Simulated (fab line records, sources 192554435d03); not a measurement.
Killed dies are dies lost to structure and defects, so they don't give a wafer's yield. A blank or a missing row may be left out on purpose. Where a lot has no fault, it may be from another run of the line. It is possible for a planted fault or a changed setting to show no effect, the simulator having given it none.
Matching of chambers | flow n5Finfet | rieDiel-06 running N5_BEOL_M5_ETCH_61: 4 sister chambers
The step etches SiARC in CF4, target depth 15.6 nm, time 26 s. 20 wafers are shown with their chamber, then 10 later ones without.

## WAFERS, EACH WITH ITS CHAMBER
wafer  | chamber | drypumpMotorCurrentA (A) | throttleValvePct (%) | oesProductAu (a.u.)
L077.1 | 3       | 5.0                      | 15.74                | 0.63
L077.4 | 1       | 5.3                      | 15.62                | 0.61
L077.6 | 3       | 5.0                      | 15.74                | 0.63
L079.1 | 0       | 6.2                      | 15.31                | 0.73
L079.2 | 2       | 5.8                      | 15.89                | 0.63
L079.3 | 1       | 5.3                      | 15.62                | 0.60
L079.4 | 3       | 5.0                      | 15.76                | 0.63
L079.5 | 0       | 6.2                      | 15.33                | 0.73
L079.6 | 3       | 5.0                      | 15.74                | 0.64
L082.4 | 0       | 6.2                      | 15.32                | 0.72
L082.5 | 3       | 5.0                      | 15.76                | 0.63
L082.6 | 2       | 5.7                      | 15.90                | 0.63
L080.1 | 3       | 5.0                      | 15.76                | 0.63
L080.2 | 0       | 6.2                      | 15.33                | 0.73
L080.3 | 2       | 5.8                      | 15.92                | 0.63
L080.4 | 0       | 6.2                      | 15.34                | 0.73
L080.5 | 3       | 5.0                      | 15.76                | 0.63
L080.6 | 2       | 5.8                      | 15.94                | 0.63
L083.1 | 3       | 5.0                      | 15.75                | 0.62
L083.2 | 2       | 5.7                      | 15.91                | 0.63

SIGNATURES, as means of the wafers listed above
reading              | chamber 0 | chamber 1 | chamber 2 | chamber 3 | scatter within a chamber
drypumpMotorCurrentA | 6.200     | 5.300     | 5.760     | 5.000     | 0.0274
throttleValvePct     | 15.3260   | 15.6200   | 15.9120   | 15.7513   | 0.013
oesProductAu         | 0.7280    | 0.6050    | 0.6300    | 0.6300    | 0.00454
Rule: for each reading, subtract the chamber's mean from the wafer's reading, divide by that reading's scatter and square the result; add these up over the readings and take the root, which gives the wafer's distance from the chamber. The wafer belongs to the nearest chamber; if the next one is less than 2 further off, it can't be placed. The scatter is the square root of a quotient: the sum, over the shown wafers, of each reading's squared deviation from its chamber's mean, divided by wafers minus chambers.

## WAFERS WHOSE CHAMBER IS MISSING
wafer  | drypumpMotorCurrentA (A) | throttleValvePct (%) | oesProductAu (a.u.)
L083.6 | 6.2                      | 15.33                | 0.72
L086.1 | 5.8                      | 15.92                | 0.63
L086.2 | 5.0                      | 15.81                | 0.61
L086.3 | 6.2                      | 15.36                | 0.72
L086.4 | 5.3                      | 15.65                | 0.60
L086.5 | 6.2                      | 15.36                | 0.70
L086.6 | 5.3                      | 15.63                | 0.59
L090.3 | 5.3                      | 15.66                | 0.59
L090.4 | 5.0                      | 15.80                | 0.62
L090.6 | 5.8                      | 15.94                | 0.62

## THE CHAMBER EACH PASSED THROUGH
wafer  | from the rows above | in truth
L083.6 | 0                   | 0
L086.1 | 2                   | 2
L086.2 | 3                   | 3
L086.3 | 0                   | 0
L086.4 | 1                   | 1
L086.5 | 0                   | 0
L086.6 | 1                   | 1
L090.3 | 1                   | 1
L090.4 | 3                   | 3
L090.6 | 2                   | 2
Correct placement for 10 of the 10. Left unplaced by these rows: 0. Wrongly placed: 0.
